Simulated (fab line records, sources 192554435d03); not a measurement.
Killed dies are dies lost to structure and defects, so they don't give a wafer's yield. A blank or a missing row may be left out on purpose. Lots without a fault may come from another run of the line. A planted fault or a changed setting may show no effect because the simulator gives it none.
A struck lot beside a sound one | flow n5_finfet | 20 steps out of a route of 1938
Sound: wafers L923.1, L923.2, L923.4. Struck: wafers L917.3, L917.5, L917.6. The cause comes at the end.
At each step with rows: each side's tool, then ch and its chambers, then its first start. Under that, the readings that differ: sound wafers | struck wafers | difference of the means | sigmas: that difference in standard deviations of wafers without a fault.
alike: readings whose means differ by less than 2 such deviations, and words and numbers that are the same on both sides. not compared: withheld readings, readings that some wafer has no value for, bounds like >300 that may hide the same value, and numbers for which the record gives no deviation and whose values overlap.
The two part at a step that has a row with sigmas, a row that says differs or no value, or rows on one side only. Numbers that don't overlap but have no deviation are shown without sigmas and don't part them. A reading that every wafer of one side lacks parts them only if that side has two wafers or more.

first, 10 steps without rows for these wafers: N5_SD_EPI_N_SRD_20 (time 30 s); N5_SD_EPI_N_PRECLEAN_48 (cleans in NF3:NH3, afs cycles 2, time 20 s, sublimation time 60 s); N5_SD_EPI_N_VAPOR_ETCH_50 (etches Si in HCl, time 54 s); N5_SD_EPI_N_EPI_21 (deposits Si:P, time 690 s); N5_SD_EPI_N_PRECLEAN_24 (cleans in O3/DIW, time 60 s); N5_SD_EPI_N_SRD_25 (time 30 s); N5_SD_EPI_N_PRECLEAN_49 (cleans in NF3:NH3, afs cycles 1, time 20 s, sublimation time 60 s); N5_SD_EPI_N_LINER_46 (material SiNx, target thk 3 nm); N5_SD_EPI_P_COAT_34 (time 60 s, resist thk 350 nm); N5_SD_EPI_P_COAT_35 (time 60 s, resist thk 35 nm).
N5_SD_EPI_P_COAT_03: resist thk 150 nm.
  sound on litho_track-02 ch 0, day 9 01:48; struck on litho_track-04 ch 0, day 7 11:09
  reading                                             | sound                | struck               | difference | sigmas
  dispense_pressure_kPa (kPa)                         | 58 58 58             | 46 46 46             | -12        | -3
  spin_speed_rpm (rpm)                                | 1499.5 1501.0 1500.9 | 1434.9 1435.5 1435.8 | -65.1      | -79
  model.CAR-ArF-block_of_SD_EPI_P_COAT_03.thk_nm (nm) | 150 150.2 150.2      | 154.2 153.6 154      | +3.8       |
then, 6 steps without rows for these wafers: N5_SD_EPI_P_EBR_05; N5_SD_EPI_P_SOFTBAKE_04 (time 60 s); N5_SD_EPI_P_EXPOSE_06 (exposes mask SD P BLK, target cd 240 nm); N5_SD_EPI_P_PEB_07 (peb time 60 s); N5_SD_EPI_P_DEVELOP_08 (develop time 30 s); N5_SD_EPI_P_DESCUM_14 (chemistry O2, time 7.9 s).
N5_SD_EPI_P_ETCH_36: etches SiARC in CF4, target depth 45.5 nm, time 75.8 s.
  sound on rie_diel-06 ch 0,2, day 9 02:10; struck on rie_diel-03 ch 0,1,2, day 7 11:38
  reading                                             | sound           | struck          | difference | sigmas
  model.CAR-ArF-block_of_SD_EPI_P_COAT_03.thk_nm (nm) | 111 111.2 111.2 | 115.2 114.6 115 | +3.8       |
  alike: bias_w, chamber_pressure_mTorr, drypump_motor_current_A, etch_rf_on_time_s, oes_product_au, rf_fwd_power_W, rf_vpp_V, showerhead_plenum_p_Torr, throttle_valve_pct
  not compared: rf_hours_counter_h
then, 1 step without rows for these wafers: N5_SD_EPI_P_ETCH_37 (etches SOC in N2/H2, overetch 108 nm, time 486 s).
-- the record jumps here: 5 days lie between the struck wafers' starts before and after (it left off in module SD_EPI_P and takes up again in module BEOL_M4, whose first step shown is number 1111 of the route) --
N5_BEOL_M4_RC_MEAS_101:
  sound on prober-01 ch 0, day 13 21:28; struck on prober-02 ch 0, day 12 09:44
  alike: DIBL_N, DIBL_P, IOFF_N, IOFF_P, ION_N, ION_P, SS_N, SS_P, VT_N, VT_P

WHERE THEY PART
Only at N5_SD_EPI_P_COAT_03, within this record. Later steps at which nothing parts them and some readings are alike: N5_SD_EPI_P_ETCH_36, N5_BEOL_M4_RC_MEAS_101.

WHY: what the simulator had put in
Process parameter drift: litho_track-04, from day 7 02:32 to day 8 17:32, at N5_SD_EPI_P_COAT_03. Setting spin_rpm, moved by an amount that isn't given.
